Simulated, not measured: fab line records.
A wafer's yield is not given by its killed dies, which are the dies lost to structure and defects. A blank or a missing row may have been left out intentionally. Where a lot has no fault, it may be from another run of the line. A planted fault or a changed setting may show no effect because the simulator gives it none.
Chamber matching + flow n5_finfet + rie_diel-04 running N5_MOL_CONTACT_COAG_STRIP_72: 4 sister chambers
The step strips in N2/H2. 18 wafers are shown with their chamber, then 9 later ones without.

WAFERS WITH THEIR CHAMBER
| wafer  | chamber | showerhead_plenum_p_Torr (Torr) | throttle_valve_pct (%) | drypump_motor_current_A (A) |
|--------|---------|---------------------------------|------------------------|-----------------------------|
| L075.2 | 0       | 2.71                            | 24.09                  | 6.1                         |
| L075.3 | 1       | 2.51                            | 23.72                  | 6.0                         |
| L075.5 | 3       | 2.52                            | 24.19                  | 6.4                         |
| L079.4 | 3       | 2.51                            | 24.18                  | 6.5                         |
| L079.5 | 2       | 2.48                            | 23.59                  | 6.0                         |
| L079.6 | 3       | 2.51                            | 24.12                  | 6.5                         |
| L080.1 | 0       | 2.71                            | 24.10                  | 6.1                         |
| L080.3 | 2       | 2.48                            | 23.57                  | 6.0                         |
| L080.6 | 0       | 2.71                            | 24.07                  | 6.2                         |
| L084.4 | 0       | 2.71                            | 24.12                  | 6.2                         |
| L084.5 | 0       | 2.71                            | 24.12                  | 6.1                         |
| L084.6 | 2       | 2.48                            | 23.56                  | 5.9                         |
| L086.2 | 0       | 2.70                            | 24.12                  | 6.1                         |
| L086.5 | 1       | 2.50                            | 23.57                  | 6.0                         |
| L086.6 | 2       | 2.47                            | 23.59                  | 6.0                         |
| L089.1 | 3       | 2.50                            | 24.22                  | 6.4                         |
| L089.5 | 1       | 2.50                            | 23.58                  | 6.0                         |
| L089.6 | 0       | 2.70                            | 24.12                  | 6.2                         |

SIGNATURES (averages over the wafers above)
| reading                  | chamber 0 | chamber 1 | chamber 2 | chamber 3 | scatter within a chamber |
|--------------------------|-----------|-----------|-----------|-----------|--------------------------|
| showerhead_plenum_p_Torr | 2.7071    | 2.5033    | 2.4775    | 2.5100    | 0.00588                  |
| throttle_valve_pct       | 24.1057   | 23.6233   | 23.5775   | 24.1775   | 0.04                     |
| drypump_motor_current_A  | 6.143     | 6.000     | 5.975     | 6.450     | 0.0497                   |
Rule: a wafer's distance from a chamber is the root of the sum, over the readings, of the square of ((its reading less the chamber's mean) divided by the reading's scatter). If the next closest chamber is less than 2 further off than the closest, the wafer can't be placed; otherwise it belongs to the closest. The scatter: take each reading less its chamber's mean, square it, sum over the shown wafers, divide by the number of wafers less the number of chambers, and take the root.

WAFERS WITH NO CHAMBER GIVEN
| wafer  | showerhead_plenum_p_Torr (Torr) | throttle_valve_pct (%) | drypump_motor_current_A (A) |
|--------|---------------------------------|------------------------|-----------------------------|
| L091.2 | 2.47                            | 23.62                  | 6.0                         |
| L091.3 | 2.50                            | 24.18                  | 6.4                         |
| L091.6 | 2.50                            | 23.62                  | 6.0                         |
| L093.2 | 2.47                            | 23.60                  | 5.9                         |
| L093.3 | 2.49                            | 23.59                  | 6.0                         |
| L093.4 | 2.50                            | 24.19                  | 6.5                         |
| L094.2 | 2.50                            | 24.17                  | 6.5                         |
| L094.3 | 2.70                            | 24.13                  | 6.2                         |
| L094.4 | 2.47                            | 23.60                  | 6.0                         |

EACH ONE'S CHAMBER
| wafer  | from the rows above     | in truth |
|--------|-------------------------|----------|
| L091.2 | 2                       | 2        |
| L091.3 | 3                       | 3        |
| L091.6 | 1                       | 1        |
| L093.2 | 2                       | 2        |
| L093.3 | can't be placed: 2 or 1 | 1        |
| L093.4 | 3                       | 3        |
| L094.2 | 3                       | 3        |
| L094.3 | 0                       | 0        |
| L094.4 | 2                       | 2        |
8 of 9 placed correctly. Can't be placed from these rows: 1 (the true chamber is among the candidates in 1). Number placed wrongly: 0.
